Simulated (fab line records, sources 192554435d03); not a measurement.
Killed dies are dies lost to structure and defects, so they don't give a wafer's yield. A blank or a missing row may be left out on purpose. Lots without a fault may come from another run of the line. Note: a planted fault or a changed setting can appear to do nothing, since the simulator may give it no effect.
The tool behind it: which one? || flow n5_finfet || 11 lots with 33 wafers sampled at 5 steps, on a route of 1938 steps

WHAT THE GAUGES SHOWED, per wafer
No reading from a measuring or inspecting step in the record can be judged against a usual standard deviation.

WHAT TOOL EACH LOT RAN ON (gives the tool, then ch and the chambers of the sampled wafers, and finally the start)
{"lot": "L608", "N5_BEOL_M15_STRIP_36": "rie_diel-04 ch 0,2,3, day 11 17:28", "N5_BEOL_M15_SPUTTER_43": "pvd_sputter-01, day 11 18:09", "N5_BEOL_M15_SPUTTER_44": "pvd_sputter-01, day 11 18:14", "N5_BEOL_M15_CMP_49": "cmp-02 ch 0,1, day 11 18:58", "N5_PASSIVATION_PROBE_49": "-"}
{"lot": "L611", "N5_BEOL_M15_STRIP_36": "rie_diel-02 ch 1,2,3, day 12 20:33", "N5_BEOL_M15_SPUTTER_43": "pvd_sputter-03, day 12 22:46", "N5_BEOL_M15_SPUTTER_44": "pvd_sputter-03, day 12 22:51", "N5_BEOL_M15_CMP_49": "cmp-03 ch 0,2, day 12 23:35", "N5_PASSIVATION_PROBE_49": "-"}
{"lot": "L612", "N5_BEOL_M15_STRIP_36": "rie_diel-06 ch 1,2,3, day 13 00:44", "N5_BEOL_M15_SPUTTER_43": "pvd_sputter-03, day 13 01:12", "N5_BEOL_M15_SPUTTER_44": "pvd_sputter-03, day 13 01:17", "N5_BEOL_M15_CMP_49": "cmp-01 ch 0,2, day 13 02:01", "N5_PASSIVATION_PROBE_49": "-"}
{"lot": "L613", "N5_BEOL_M15_STRIP_36": "rie_diel-02 ch 0,1,3, day 13 12:35", "N5_BEOL_M15_SPUTTER_43": "pvd_sputter-03, day 13 13:05", "N5_BEOL_M15_SPUTTER_44": "pvd_sputter-03, day 13 13:10", "N5_BEOL_M15_CMP_49": "cmp-03 ch 0,1,2, day 13 13:59", "N5_PASSIVATION_PROBE_49": "-"}
{"lot": "L614", "N5_BEOL_M15_STRIP_36": "rie_diel-02 ch 0,1,2, day 13 15:36", "N5_BEOL_M15_SPUTTER_43": "pvd_sputter-03, day 13 16:02", "N5_BEOL_M15_SPUTTER_44": "pvd_sputter-03, day 13 16:07", "N5_BEOL_M15_CMP_49": "cmp-01 ch 0,1,2, day 13 16:50", "N5_PASSIVATION_PROBE_49": "-"}
{"lot": "L616", "N5_BEOL_M15_STRIP_36": "rie_diel-04 ch 1,2,3, day 13 18:22", "N5_BEOL_M15_SPUTTER_43": "pvd_sputter-03, day 13 18:56", "N5_BEOL_M15_SPUTTER_44": "pvd_sputter-03, day 13 19:01", "N5_BEOL_M15_CMP_49": "cmp-03 ch 0,1,2, day 13 19:46", "N5_PASSIVATION_PROBE_49": "-"}
{"lot": "L625", "N5_BEOL_M15_STRIP_36": "rie_diel-02 ch 0,1,3, day 16 19:07", "N5_BEOL_M15_SPUTTER_43": "pvd_sputter-01, day 16 19:40", "N5_BEOL_M15_SPUTTER_44": "pvd_sputter-01, day 16 19:44", "N5_BEOL_M15_CMP_49": "cmp-01 ch 0,2,3, day 16 20:37", "N5_PASSIVATION_PROBE_49": "-"}
{"lot": "L627", "N5_BEOL_M15_STRIP_36": "rie_diel-04 ch 0,3, day 17 13:40", "N5_BEOL_M15_SPUTTER_43": "pvd_sputter-02, day 17 14:11", "N5_BEOL_M15_SPUTTER_44": "pvd_sputter-02, day 17 14:16", "N5_BEOL_M15_CMP_49": "cmp-01 ch 0,1, day 17 15:01", "N5_PASSIVATION_PROBE_49": "-"}
{"lot": "L628", "N5_BEOL_M15_STRIP_36": "rie_diel-04 ch 0,2, day 17 16:23", "N5_BEOL_M15_SPUTTER_43": "pvd_sputter-01, day 17 17:14", "N5_BEOL_M15_SPUTTER_44": "pvd_sputter-01, day 17 17:19", "N5_BEOL_M15_CMP_49": "cmp-01 ch 0,1, day 17 18:10", "N5_PASSIVATION_PROBE_49": "-"}
{"lot": "L630", "N5_BEOL_M15_STRIP_36": "rie_diel-02 ch 0,3, day 17 21:09", "N5_BEOL_M15_SPUTTER_43": "pvd_sputter-01, day 17 21:43", "N5_BEOL_M15_SPUTTER_44": "pvd_sputter-01, day 17 21:47", "N5_BEOL_M15_CMP_49": "cmp-03 ch 0,3, day 17 22:32", "N5_PASSIVATION_PROBE_49": "prober-02, day 18 11:32"}
{"lot": "L629", "N5_BEOL_M15_STRIP_36": "rie_diel-06 ch 1,2,3, day 18 00:48", "N5_BEOL_M15_SPUTTER_43": "pvd_sputter-02, day 18 01:37", "N5_BEOL_M15_SPUTTER_44": "pvd_sputter-02, day 18 01:41", "N5_BEOL_M15_CMP_49": "cmp-01 ch 0,1,3, day 18 02:26", "N5_PASSIVATION_PROBE_49": "prober-01, day 18 16:28"}
- N5_BEOL_M15_STRIP_36: strips in O2.
- N5_BEOL_M15_SPUTTER_43: material TaN, target thk 15 nm, time 24.19 s.
- N5_BEOL_M15_SPUTTER_44: material Ta, target thk 15 nm, time 24.19 s.
- N5_BEOL_M15_CMP_49: polishes, stops on SiO2, t overpolish 4.9 s, target thk 850 nm.
- N5_PASSIVATION_PROBE_49

WHAT THE TOOLS THEMSELVES READ (means of the sampled wafers that have a number; where no wafer has one, the mark that the record gives instead)
N5_BEOL_M15_STRIP_36. Usual: drypump_motor_current_A 5.5 A, standard deviation 0.39; oes_product_au 0.81 a.u., standard deviation 0.09; rf_vpp_V 3.7 V, standard deviation 0.98; showerhead_plenum_p_Torr 2.09 Torr, standard deviation 0.07; throttle_valve_pct 16.73 %, standard deviation 0.2.
{"lot": "L608", "tool": "rie_diel-04", "drypump_motor_current_A (A)": 5.6, "oes_product_au (a.u.)": 0.74, "rf_vpp_V (V)": 5.0, "showerhead_plenum_p_Torr (Torr)": 2.09, "throttle_valve_pct (%)": 16.80, "flag": ""}
{"lot": "L611", "tool": "rie_diel-02", "drypump_motor_current_A (A)": 5.8, "oes_product_au (a.u.)": 0.81, "rf_vpp_V (V)": 3.7, "showerhead_plenum_p_Torr (Torr)": 2.13, "throttle_valve_pct (%)": 16.80, "flag": ""}
{"lot": "L612", "tool": "rie_diel-06", "drypump_motor_current_A (A)": 5.6, "oes_product_au (a.u.)": 0.81, "rf_vpp_V (V)": 3.8, "showerhead_plenum_p_Torr (Torr)": 2.11, "throttle_valve_pct (%)": 16.69, "flag": ""}
{"lot": "L613", "tool": "rie_diel-02", "drypump_motor_current_A (A)": 5.5, "oes_product_au (a.u.)": 0.82, "rf_vpp_V (V)": 3.4, "showerhead_plenum_p_Torr (Torr)": 2.13, "throttle_valve_pct (%)": 16.90, "flag": ""}
{"lot": "L614", "tool": "rie_diel-02", "drypump_motor_current_A (A)": 5.5, "oes_product_au (a.u.)": 0.84, "rf_vpp_V (V)": 3.8, "showerhead_plenum_p_Torr (Torr)": 2.07, "throttle_valve_pct (%)": 16.69, "flag": ""}
{"lot": "L616", "tool": "rie_diel-04", "drypump_motor_current_A (A)": 5.4, "oes_product_au (a.u.)": 0.77, "rf_vpp_V (V)": 3.8, "showerhead_plenum_p_Torr (Torr)": 2.08, "throttle_valve_pct (%)": 16.75, "flag": ""}
{"lot": "L625", "tool": "rie_diel-02", "drypump_motor_current_A (A)": 5.5, "oes_product_au (a.u.)": 0.88, "rf_vpp_V (V)": 4.2, "showerhead_plenum_p_Torr (Torr)": 2.12, "throttle_valve_pct (%)": 16.80, "flag": ""}
{"lot": "L627", "tool": "rie_diel-04", "drypump_motor_current_A (A)": 5.5, "oes_product_au (a.u.)": 0.82, "rf_vpp_V (V)": 2.8, "showerhead_plenum_p_Torr (Torr)": 2.09, "throttle_valve_pct (%)": 16.74, "flag": ""}
{"lot": "L628", "tool": "rie_diel-04", "drypump_motor_current_A (A)": 5.7, "oes_product_au (a.u.)": 0.75, "rf_vpp_V (V)": 4.0, "showerhead_plenum_p_Torr (Torr)": 2.03, "throttle_valve_pct (%)": 16.80, "flag": ""}
{"lot": "L630", "tool": "rie_diel-02", "drypump_motor_current_A (A)": 5.1, "oes_product_au (a.u.)": 0.84, "rf_vpp_V (V)": 3.9, "showerhead_plenum_p_Torr (Torr)": 2.11, "throttle_valve_pct (%)": 16.81, "flag": ""}
{"lot": "L629", "tool": "rie_diel-06", "drypump_motor_current_A (A)": 5.6, "oes_product_au (a.u.)": 0.77, "rf_vpp_V (V)": 4.2, "showerhead_plenum_p_Torr (Torr)": 2.10, "throttle_valve_pct (%)": 16.74, "flag": ""}

N5_BEOL_M15_SPUTTER_43. Usual: cathode_dc_power_W 15000 W, standard deviation 2.8; throttle_valve_pct 29.9 %, standard deviation 1.1.
{"lot": "L608", "tool": "pvd_sputter-01", "cathode_dc_power_W (W)": 15003, "throttle_valve_pct (%)": 30.3, "flag": ""}
{"lot": "L611", "tool": "pvd_sputter-03", "cathode_dc_power_W (W)": 15001, "throttle_valve_pct (%)": 30.1, "flag": ""}
{"lot": "L612", "tool": "pvd_sputter-03", "cathode_dc_power_W (W)": 14998, "throttle_valve_pct (%)": 30.0, "flag": ""}
{"lot": "L613", "tool": "pvd_sputter-03", "cathode_dc_power_W (W)": 15000, "throttle_valve_pct (%)": 29.7, "flag": ""}
{"lot": "L614", "tool": "pvd_sputter-03", "cathode_dc_power_W (W)": 15002, "throttle_valve_pct (%)": 30.2, "flag": ""}
{"lot": "L616", "tool": "pvd_sputter-03", "cathode_dc_power_W (W)": 14999, "throttle_valve_pct (%)": 29.7, "flag": ""}
{"lot": "L625", "tool": "pvd_sputter-01", "cathode_dc_power_W (W)": 15000, "throttle_valve_pct (%)": 30.2, "flag": ""}
{"lot": "L627", "tool": "pvd_sputter-02", "cathode_dc_power_W (W)": 15002, "throttle_valve_pct (%)": 29.7, "flag": ""}
{"lot": "L628", "tool": "pvd_sputter-01", "cathode_dc_power_W (W)": 15001, "throttle_valve_pct (%)": 30.2, "flag": ""}
{"lot": "L630", "tool": "pvd_sputter-01", "cathode_dc_power_W (W)": 15002, "throttle_valve_pct (%)": 30.3, "flag": ""}
{"lot": "L629", "tool": "pvd_sputter-02", "cathode_dc_power_W (W)": 15000, "throttle_valve_pct (%)": 30.1, "flag": ""}

N5_BEOL_M15_SPUTTER_44. Usual: cathode_dc_power_W 15000 W, standard deviation 3; throttle_valve_pct 29.9 %, standard deviation 1.1.
{"lot": "L608", "tool": "pvd_sputter-01", "cathode_dc_power_W (W)": 15000, "throttle_valve_pct (%)": 30.2, "flag": ""}
{"lot": "L611", "tool": "pvd_sputter-03", "cathode_dc_power_W (W)": 14998, "throttle_valve_pct (%)": 30.1, "flag": ""}
{"lot": "L612", "tool": "pvd_sputter-03", "cathode_dc_power_W (W)": 14999, "throttle_valve_pct (%)": 30.0, "flag": ""}
{"lot": "L613", "tool": "pvd_sputter-03", "cathode_dc_power_W (W)": 14999, "throttle_valve_pct (%)": 30.0, "flag": ""}
{"lot": "L614", "tool": "pvd_sputter-03", "cathode_dc_power_W (W)": 14702, "throttle_valve_pct (%)": 29.9, "flag": "OFF"}
{"lot": "L616", "tool": "pvd_sputter-03", "cathode_dc_power_W (W)": 14701, "throttle_valve_pct (%)": 29.4, "flag": "OFF"}
{"lot": "L625", "tool": "pvd_sputter-01", "cathode_dc_power_W (W)": 14999, "throttle_valve_pct (%)": 30.1, "flag": ""}
{"lot": "L627", "tool": "pvd_sputter-02", "cathode_dc_power_W (W)": 14998, "throttle_valve_pct (%)": 29.6, "flag": ""}
{"lot": "L628", "tool": "pvd_sputter-01", "cathode_dc_power_W (W)": 15002, "throttle_valve_pct (%)": 30.1, "flag": ""}
{"lot": "L630", "tool": "pvd_sputter-01", "cathode_dc_power_W (W)": 15001, "throttle_valve_pct (%)": 30.3, "flag": ""}
{"lot": "L629", "tool": "pvd_sputter-02", "cathode_dc_power_W (W)": 14999, "throttle_valve_pct (%)": 30.1, "flag": ""}

N5_BEOL_M15_CMP_49. Usual: motor_current_A reads 7.9 A (standard deviation 1).
{"lot": "L608", "tool": "cmp-02", "motor_current_A (A)": 7.9, "flag": ""}
{"lot": "L611", "tool": "cmp-03", "motor_current_A (A)": 8.9, "flag": ""}
{"lot": "L612", "tool": "cmp-01", "motor_current_A (A)": 7.8, "flag": ""}
{"lot": "L613", "tool": "cmp-03", "motor_current_A (A)": 8.5, "flag": ""}
{"lot": "L614", "tool": "cmp-01", "motor_current_A (A)": 7.3, "flag": ""}
{"lot": "L616", "tool": "cmp-03", "motor_current_A (A)": 8.5, "flag": ""}
{"lot": "L625", "tool": "cmp-01", "motor_current_A (A)": 7.9, "flag": ""}
{"lot": "L627", "tool": "cmp-01", "motor_current_A (A)": 7.4, "flag": ""}
{"lot": "L628", "tool": "cmp-01", "motor_current_A (A)": 7.3, "flag": ""}
{"lot": "L630", "tool": "cmp-03", "motor_current_A (A)": 7.4, "flag": ""}
{"lot": "L629", "tool": "cmp-01", "motor_current_A (A)": 7.8, "flag": ""}

N5_PASSIVATION_PROBE_49. Usual: defect_limited_yield 91.0 %, standard deviation 1.4; killed_at_M0_to_M3 35, standard deviation 10; killed_at_M4_up 14, standard deviation 5.5; killed_at_contacts 13, standard deviation 5.6; killed_at_front_end 41, standard deviation 11; killed_at_other 4, standard deviation 3.4; killed_dies 106, standard deviation 16; killed_open 68, standard deviation 12; killed_short 35, standard deviation 7.3; sort_bin_4_leakage 0.3 %, standard deviation 2.1; sort_bin_5_function 5.3 %, standard deviation 0.89; sort_bin_6_memory 3.4 %, standard deviation 0.67; sort_n_pass 1070, standard deviation 28; sort_yield_pct 90.7 %, standard deviation 2.4.
{"lot": "L630", "tool": "prober-02", "defect_limited_yield (%)": 91.5, "killed_at_M0_to_M3": 29, "killed_at_M4_up": 17, "killed_at_contacts": 16, "killed_at_front_end": 34, "killed_at_other": 3, "killed_dies": 100, "killed_open": 65, "killed_short": 33, "sort_bin_4_leakage (%)": 0.0, "sort_bin_5_function (%)": 4.9, "sort_bin_6_memory (%)": 3.2, "sort_n_pass": 1080, "sort_yield_pct (%)": 91.5, "flag": ""}
{"lot": "L629", "tool": "prober-01", "defect_limited_yield (%)": 92.7, "killed_at_M0_to_M3": 29, "killed_at_M4_up": 12, "killed_at_contacts": 9, "killed_at_front_end": 34, "killed_at_other": 2, "killed_dies": 86, "killed_open": 53, "killed_short": 30, "sort_bin_4_leakage (%)": 0.0, "sort_bin_5_function (%)": 4.1, "sort_bin_6_memory (%)": 2.8, "sort_n_pass": 1094, "sort_yield_pct (%)": 92.7, "flag": ""}

THE ANSWER, worked out from the rows above alone
Rule: a lot counts as off when the mean over its wafers that have a number is more than 3 standard deviations away from the usual mean. A lot without any number at a reading at which 4 lots or more have one is off too. Any other lot the step has rows for is counted as sound. Order of review: gauges by route order, followed by the tools' own readings, for which a lot's mean as printed above is used. The first step at which some lot is off is used, and at that step the reading that is off furthest; a lot without a number counts as furthest.
Off: L614, L616 (N5_BEOL_M15_SPUTTER_44, cathode_dc_power_W).
A tool fits if, at that step or a process step before it, it ran every lot that is off, and no sound lot after the first of them. One candidate fits, namely pvd_sputter-03 at N5_BEOL_M15_SPUTTER_43 and N5_BEOL_M15_SPUTTER_44. At N5_BEOL_M15_SPUTTER_43 its last sound lot is L613 (day 13 13:05), its first lot that is off L614 (day 13 16:02): a fault that began between those two fits.

WHAT THE SIMULATOR HAD INSERTED
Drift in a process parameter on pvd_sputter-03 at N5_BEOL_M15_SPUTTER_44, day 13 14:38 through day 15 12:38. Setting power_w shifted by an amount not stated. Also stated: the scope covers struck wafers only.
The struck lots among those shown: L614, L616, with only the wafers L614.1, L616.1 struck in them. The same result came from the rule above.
